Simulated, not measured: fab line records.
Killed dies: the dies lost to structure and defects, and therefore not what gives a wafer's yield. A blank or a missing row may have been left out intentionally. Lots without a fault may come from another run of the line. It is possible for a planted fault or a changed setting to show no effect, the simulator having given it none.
Matching of chambers :: flow nand_harc :: NHARC_A_CHANNEL_HOLE_D1_DESCUM_15 on rie_diel-12 has 4 sister chambers
The step chemistry O2, time 3 s. 36 wafers are shown with their chamber, then 12 later ones without.

## WAFERS WITH THEIR CHAMBER
wafer: L074.2
chamber: 1
showerhead_plenum_p_Torr (Torr): 1.90
drypump_motor_current_A (A): 6.6
oes_product_au (a.u.): 1.000

wafer: L074.3
chamber: 0
showerhead_plenum_p_Torr (Torr): 1.87
drypump_motor_current_A (A): 6.0
oes_product_au (a.u.): 1.006

wafer: L074.6
chamber: 0
showerhead_plenum_p_Torr (Torr): 1.87
drypump_motor_current_A (A): 6.0
oes_product_au (a.u.): 1.005

wafer: L075.1
chamber: 0
showerhead_plenum_p_Torr (Torr): 1.87
drypump_motor_current_A (A): 6.0
oes_product_au (a.u.): 0.991

wafer: L075.4
chamber: 1
showerhead_plenum_p_Torr (Torr): 1.90
drypump_motor_current_A (A): 6.6
oes_product_au (a.u.): 0.999

wafer: L075.5
chamber: 1
showerhead_plenum_p_Torr (Torr): 1.90
drypump_motor_current_A (A): 6.6
oes_product_au (a.u.): 1.007

wafer: L076.1
chamber: 3
showerhead_plenum_p_Torr (Torr): 1.78
drypump_motor_current_A (A): 5.1
oes_product_au (a.u.): 1.006

wafer: L076.3
chamber: 2
showerhead_plenum_p_Torr (Torr): 1.84
drypump_motor_current_A (A): 5.1
oes_product_au (a.u.): 1.002

wafer: L076.4
chamber: 0
showerhead_plenum_p_Torr (Torr): 1.86
drypump_motor_current_A (A): 6.0
oes_product_au (a.u.): 1.012

wafer: L077.3
chamber: 0
showerhead_plenum_p_Torr (Torr): 1.86
drypump_motor_current_A (A): 6.0
oes_product_au (a.u.): 1.008

wafer: L077.4
chamber: 2
showerhead_plenum_p_Torr (Torr): 1.84
drypump_motor_current_A (A): 5.2
oes_product_au (a.u.): 1.002

wafer: L077.6
chamber: 0
showerhead_plenum_p_Torr (Torr): 1.86
drypump_motor_current_A (A): 6.0
oes_product_au (a.u.): 1.011

wafer: L079.1
chamber: 0
showerhead_plenum_p_Torr (Torr): 1.86
drypump_motor_current_A (A): 6.0
oes_product_au (a.u.): 1.007

wafer: L079.2
chamber: 3
showerhead_plenum_p_Torr (Torr): 1.78
drypump_motor_current_A (A): 5.0
oes_product_au (a.u.): 0.996

wafer: L079.4
chamber: 2
showerhead_plenum_p_Torr (Torr): 1.84
drypump_motor_current_A (A): 5.1
oes_product_au (a.u.): 0.999

wafer: L080.4
chamber: 1
showerhead_plenum_p_Torr (Torr): 1.90
drypump_motor_current_A (A): 6.6
oes_product_au (a.u.): 0.998

wafer: L080.5
chamber: 0
showerhead_plenum_p_Torr (Torr): 1.86
drypump_motor_current_A (A): 6.0
oes_product_au (a.u.): 1.003

wafer: L080.6
chamber: 1
showerhead_plenum_p_Torr (Torr): 1.90
drypump_motor_current_A (A): 6.6
oes_product_au (a.u.): 1.000

wafer: L082.1
chamber: 1
showerhead_plenum_p_Torr (Torr): 1.90
drypump_motor_current_A (A): 6.5
oes_product_au (a.u.): 1.003

wafer: L082.2
chamber: 3
showerhead_plenum_p_Torr (Torr): 1.78
drypump_motor_current_A (A): 5.1
oes_product_au (a.u.): 0.993

wafer: L082.4
chamber: 0
showerhead_plenum_p_Torr (Torr): 1.86
drypump_motor_current_A (A): 5.9
oes_product_au (a.u.): 1.000

wafer: L085.2
chamber: 1
showerhead_plenum_p_Torr (Torr): 1.90
drypump_motor_current_A (A): 6.5
oes_product_au (a.u.): 1.002

wafer: L085.3
chamber: 3
showerhead_plenum_p_Torr (Torr): 1.78
drypump_motor_current_A (A): 5.1
oes_product_au (a.u.): 0.990

wafer: L085.6
chamber: 1
showerhead_plenum_p_Torr (Torr): 1.90
drypump_motor_current_A (A): 6.5
oes_product_au (a.u.): 0.997

wafer: L087.2
chamber: 3
showerhead_plenum_p_Torr (Torr): 1.78
drypump_motor_current_A (A): 5.1
oes_product_au (a.u.): 0.989

wafer: L087.4
chamber: 2
showerhead_plenum_p_Torr (Torr): 1.84
drypump_motor_current_A (A): 5.2
oes_product_au (a.u.): 0.990

wafer: L087.5
chamber: 3
showerhead_plenum_p_Torr (Torr): 1.78
drypump_motor_current_A (A): 5.1
oes_product_au (a.u.): 0.982

wafer: L088.1
chamber: 0
showerhead_plenum_p_Torr (Torr): 1.86
drypump_motor_current_A (A): 6.0
oes_product_au (a.u.): 1.002

wafer: L088.4
chamber: 1
showerhead_plenum_p_Torr (Torr): 1.90
drypump_motor_current_A (A): 6.6
oes_product_au (a.u.): 0.995

wafer: L088.5
chamber: 3
showerhead_plenum_p_Torr (Torr): 1.78
drypump_motor_current_A (A): 5.1
oes_product_au (a.u.): 0.981

wafer: L089.1
chamber: 2
showerhead_plenum_p_Torr (Torr): 1.84
drypump_motor_current_A (A): 5.2
oes_product_au (a.u.): 0.988

wafer: L089.2
chamber: 3
showerhead_plenum_p_Torr (Torr): 1.78
drypump_motor_current_A (A): 5.1
oes_product_au (a.u.): 0.996

wafer: L089.3
chamber: 0
showerhead_plenum_p_Torr (Torr): 1.86
drypump_motor_current_A (A): 6.0
oes_product_au (a.u.): 1.001

wafer: L091.3
chamber: 0
showerhead_plenum_p_Torr (Torr): 1.86
drypump_motor_current_A (A): 6.0
oes_product_au (a.u.): 1.011

wafer: L091.4
chamber: 1
showerhead_plenum_p_Torr (Torr): 1.90
drypump_motor_current_A (A): 6.6
oes_product_au (a.u.): 1.012

wafer: L091.6
chamber: 0
showerhead_plenum_p_Torr (Torr): 1.86
drypump_motor_current_A (A): 6.0
oes_product_au (a.u.): 1.010

SIGNATURES (averages over the wafers above)
reading: showerhead_plenum_p_Torr
chamber 0: 1.8623
chamber 1: 1.9000
chamber 2: 1.8400
chamber 3: 1.7800
scatter within a chamber: 0.00269

reading: drypump_motor_current_A
chamber 0: 5.992
chamber 1: 6.570
chamber 2: 5.160
chamber 3: 5.087
scatter within a chamber: 0.0399

reading: oes_product_au
chamber 0: 1.00515
chamber 1: 1.00130
chamber 2: 0.99620
chamber 3: 0.99162
scatter within a chamber: 0.00633
Rule: a wafer's distance from a chamber is the root of the sum, over the readings, of the square of ((its reading less the chamber's mean) divided by the reading's scatter). The wafer belongs to the nearest chamber; if the next one is less than 2 further off, it can't be placed. The scatter: take each reading less its chamber's mean, square it, sum over the shown wafers, divide by the number of wafers less the number of chambers, and take the root.

## WAFERS MISSING THEIR CHAMBER
wafer: L092.1
showerhead_plenum_p_Torr (Torr): 1.83
drypump_motor_current_A (A): 5.2
oes_product_au (a.u.): 0.989

wafer: L092.3
showerhead_plenum_p_Torr (Torr): 1.90
drypump_motor_current_A (A): 6.6
oes_product_au (a.u.): 0.984

wafer: L092.6
showerhead_plenum_p_Torr (Torr): 1.86
drypump_motor_current_A (A): 6.0
oes_product_au (a.u.): 1.003

wafer: L094.4
showerhead_plenum_p_Torr (Torr): 1.86
drypump_motor_current_A (A): 6.0
oes_product_au (a.u.): 1.008

wafer: L094.5
showerhead_plenum_p_Torr (Torr): 1.86
drypump_motor_current_A (A): 6.0
oes_product_au (a.u.): 1.003

wafer: L094.6
showerhead_plenum_p_Torr (Torr): 1.90
drypump_motor_current_A (A): 6.6
oes_product_au (a.u.): 1.009

wafer: L095.1
showerhead_plenum_p_Torr (Torr): 1.78
drypump_motor_current_A (A): 5.1
oes_product_au (a.u.): 0.992

wafer: L095.2
showerhead_plenum_p_Torr (Torr): 1.86
drypump_motor_current_A (A): 6.0
oes_product_au (a.u.): 1.004

wafer: L095.5
showerhead_plenum_p_Torr (Torr): 1.83
drypump_motor_current_A (A): 5.2
oes_product_au (a.u.): 0.994

wafer: L096.1
showerhead_plenum_p_Torr (Torr): 1.86
drypump_motor_current_A (A): 6.0
oes_product_au (a.u.): 1.008

wafer: L096.2
showerhead_plenum_p_Torr (Torr): 1.83
drypump_motor_current_A (A): 5.1
oes_product_au (a.u.): 1.001

wafer: L096.3
showerhead_plenum_p_Torr (Torr): 1.78
drypump_motor_current_A (A): 5.1
oes_product_au (a.u.): 0.995

## WHICH CHAMBER EACH ONE RAN IN
wafer: L092.1
from the rows above: 2
in truth: 2

wafer: L092.3
from the rows above: 1
in truth: 1

wafer: L092.6
from the rows above: 0
in truth: 0

wafer: L094.4
from the rows above: 0
in truth: 0

wafer: L094.5
from the rows above: 0
in truth: 0

wafer: L094.6
from the rows above: 1
in truth: 1

wafer: L095.1
from the rows above: 3
in truth: 3

wafer: L095.2
from the rows above: 0
in truth: 0

wafer: L095.5
from the rows above: 2
in truth: 2

wafer: L096.1
from the rows above: 0
in truth: 0

wafer: L096.2
from the rows above: 2
in truth: 2

wafer: L096.3
from the rows above: 3
in truth: 3
Placed correctly: 12 of 12. Number that these rows cannot place: 0. Placed wrongly: 0.
